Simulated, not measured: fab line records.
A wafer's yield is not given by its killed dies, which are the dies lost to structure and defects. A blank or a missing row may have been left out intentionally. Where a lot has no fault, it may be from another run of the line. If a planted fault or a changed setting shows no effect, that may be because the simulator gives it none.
One fault seen from 2 desks | flow n5 finfet | each desk has only its own numbers; what lay behind them comes last

AT THE TOOL OWNER'S DESK: rie diel-03
The tool's own readings at N5_BEOL_M0_SAQP_HM_OPEN_112 (chemistry CHF3/O2, target SiO2, stops on a-Si, target depth 12 nm, time 13.5 s): means of the sampled wafers that have a number, for each lot that ran on this tool. If a lot's mean is further than 4 standard deviations from the usual mean, the lot is out of limits and carries the mark OUT (the distance appears in the brackets). 7 of its 8 readings are shown, namely those furthest out on some lot.
Columns: A = chamber pressure mTorr at N5_BEOL_M0_SAQP_HM_OPEN_112, usual 29.995 mTorr; B = mfc ar sccm at N5_BEOL_M0_SAQP_HM_OPEN_112, usual 200.0 sccm; C = oes product au at N5_BEOL_M0_SAQP_HM_OPEN_112, usual 0.52 a.u.; D = rf fwd power W at N5_BEOL_M0_SAQP_HM_OPEN_112, usual 644.5 W; E = rf vpp V at N5_BEOL_M0_SAQP_HM_OPEN_112, usual 531 V; F = showerhead plenum p Torr at N5_BEOL_M0_SAQP_HM_OPEN_112, usual 2.42 Torr; G = throttle valve pct at N5_BEOL_M0_SAQP_HM_OPEN_112, usual 18.83 %
lot  | first seen here | A      | B     | C    | D     | E   | F    | G
L306 | day 5 20:41     | 30.020 | 199.7 | 0.46 | 641.9 | 533 | 2.35 | 18.84
L307 | day 6 06:22     | 29.988 | 199.7 | 0.46 | 644.5 | 528 | 2.39 | 18.95
L312 | day 7 09:36     | 29.986 | 200.4 | 0.44 | 643.8 | 522 | 2.40 | 19.08
L314 | day 7 22:43     | 30.031 | 200.2 | 0.51 | 643.4 | 537 | 2.48 | 18.81
Result from this desk: across the 4 lots, nothing is out of limits.

THE METROLOGY DESK
What the gauges read for every lot (on any tool): the sampled wafers with a number, averaged. If a lot's mean is further than 4 standard deviations from the usual mean, the lot is out of limits and carries the mark OUT (the distance appears in the brackets). 7 of its 11 readings are shown, namely those furthest out on some lot.
Columns: A = thk nm at N5_BEOL_M0_SAQP_THK_MEAS_05, usual 59.7 nm; B = IOFF_N at N5_BEOL_M4_RC_MEAS_101, usual 0.15 nA/um; C = IOFF_P at N5_BEOL_M4_RC_MEAS_101, usual 0.21 nA/um; D = ION_N at N5_BEOL_M4_RC_MEAS_101, usual 672 uA/um; E = ION_P at N5_BEOL_M4_RC_MEAS_101, usual 463 uA/um; F = VT_N at N5_BEOL_M4_RC_MEAS_101, usual 251 mV; G = VT_P at N5_BEOL_M4_RC_MEAS_101, usual -250 mV
lot  | first seen here | A    | B    | C    | D   | E   | F   | G
L304 | day 5 14:55     | 61.0 | 0.14 | 0.21 | 672 | 467 | 253 | -249
L306 | day 5 19:44     | 59.6 | 0.15 | 0.23 | 685 | 482 | 250 | -247
L307 | day 6 05:43     | 59.6 | 0.09 | 0.13 | 648 | 442 | 258 | -261
L312 | day 7 08:50     | 59.2 | 0.12 | 0.17 | 655 | 460 | 254 | -256
L314 | day 7 22:04     | 59.2 | 0.15 | 0.18 | 662 | 450 | 252 | -254
L318 | day 9 01:31     | 61.5 | 0.15 | 0.21 | 679 | 468 | 251 | -251
L319 | day 9 12:49     | 60.1 | 0.17 | 0.24 | 677 | 472 | 248 | -246
L320 | day 9 18:46     | 59.6 | 0.15 | 0.21 | 670 | 455 | 250 | -251
L321 | day 9 21:59     | 58.6 | 0.15 | 0.22 | 674 | 471 | 252 | -250
L324 | day 10 12:02    | 59.4 | 0.14 | 0.20 | 667 | 464 | 251 | -252
Result from this desk: across the 10 lots, nothing is out of limits.

BROUGHT TOGETHER
The tool owner's desk saw nothing out of limits.
From the metrology desk's view, nothing was out of limits.

WHAT THE SIMULATOR HAD INSERTED
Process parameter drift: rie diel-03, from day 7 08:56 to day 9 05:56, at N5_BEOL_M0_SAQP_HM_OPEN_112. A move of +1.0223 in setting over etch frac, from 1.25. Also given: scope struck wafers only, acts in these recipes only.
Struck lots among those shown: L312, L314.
